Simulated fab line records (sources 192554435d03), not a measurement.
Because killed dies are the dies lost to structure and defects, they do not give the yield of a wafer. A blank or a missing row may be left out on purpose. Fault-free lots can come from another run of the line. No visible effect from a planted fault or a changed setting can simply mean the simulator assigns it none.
Chamber matching    flow n5 finfet    N5_HKMG_FIN_ALD_71 on ald metal-04: 4 sister chambers
The step deposits TiN, target thk 1 nm, pulse time 1 s, purge time 3 s. 4 wafers are shown with their chamber, then 8 later ones without.

## WAFERS PAIRED WITH THEIR CHAMBERS
wafer   chamber  heater power w (W)
L749.6  2        822
L752.4  1        934
L759.5  0        839
L760.1  3        893

## WAFERS WITH NO CHAMBER GIVEN
wafer   heater power w (W)
L760.3  945
L760.5  873
L763.2  826
L763.4  901
L763.6  833
L764.1  907
L764.2  941
L764.4  815

## WHICH CHAMBER EACH WENT THROUGH
wafer   from the rows above      in truth
L760.3  1                        1
L760.5  can't be placed: 3 or 0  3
L763.2  can't be placed: 2 or 0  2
L763.4  3                        3
L763.6  can't be placed: 0 or 2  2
L764.1  can't be placed: 3 or 1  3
L764.2  1                        1
L764.4  can't be placed: 2 or 0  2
Correctly placed: 3 of 8. Can't be placed from these rows: 5 (the true chamber is among the candidates in 5). 0 placed wrongly.
How it was worked out, from the rows above alone: a wafer's distance from a chamber is the root of the sum, over the readings, of the square of ((its reading less the chamber's mean) divided by the reading's scatter). The wafer belongs to the nearest chamber; if the next one is less than 2 further off, it can't be placed. The mean given for a chamber averages the wafers shown for that chamber. The scatter: with one shown wafer a chamber, the root of the mean of the squares of how far each hidden wafer lies from its nearest shown one.
